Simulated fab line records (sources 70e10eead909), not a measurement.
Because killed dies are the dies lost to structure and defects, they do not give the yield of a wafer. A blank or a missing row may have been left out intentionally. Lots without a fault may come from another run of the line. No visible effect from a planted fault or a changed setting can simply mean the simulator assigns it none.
Matching of chambers :: flow nand harc :: rie diel-02 running NHARC_A_STAIRCASE_DESCUM_219: 4 sister chambers
The step chemistry O2, time 3 s. 4 wafers are shown with their chamber, then 7 later ones without.

## WAFERS WITH THEIR CHAMBER
wafer: L080.6
chamber: 1
showerhead plenum p Torr (Torr): 1.98

wafer: L087.1
chamber: 0
showerhead plenum p Torr (Torr): 1.92

wafer: L090.1
chamber: 2
showerhead plenum p Torr (Torr): 1.83

wafer: L090.4
chamber: 3
showerhead plenum p Torr (Torr): 1.91

## WAFERS WITHOUT THEIR CHAMBER
wafer: L090.6
showerhead plenum p Torr (Torr): 1.98

wafer: L089.1
showerhead plenum p Torr (Torr): 1.91

wafer: L089.3
showerhead plenum p Torr (Torr): 1.98

wafer: L089.6
showerhead plenum p Torr (Torr): 1.83

wafer: L094.2
showerhead plenum p Torr (Torr): 1.82

wafer: L094.4
showerhead plenum p Torr (Torr): 1.91

wafer: L094.5
showerhead plenum p Torr (Torr): 1.82

## WHICH CHAMBER EACH ONE RAN IN
wafer: L090.6
from the rows above: 1
in truth: 1

wafer: L089.1
from the rows above: can't be placed: 3 or 0
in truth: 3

wafer: L089.3
from the rows above: 1
in truth: 1

wafer: L089.6
from the rows above: 2
in truth: 2

wafer: L094.2
from the rows above: 2
in truth: 2

wafer: L094.4
from the rows above: can't be placed: 3 or 0
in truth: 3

wafer: L094.5
from the rows above: 2
in truth: 2
Correct placement for 5 of the 7. Cannot be placed on the basis of these rows: 2; the candidates contain the true chamber in 2. Number placed wrongly: 0.
How it was worked out, from the rows above alone: a wafer's distance from a chamber is the root of the sum, over the readings, of the square of ((its reading less the chamber's mean) divided by the reading's scatter). If the next closest chamber is less than 2 further off than the closest, the wafer can't be placed; otherwise it belongs to the closest. The mean given for a chamber averages the wafers shown for that chamber. The scatter (one wafer shown for each chamber): square how far every hidden wafer sits from the nearest shown wafer, average those squares and take the square root.
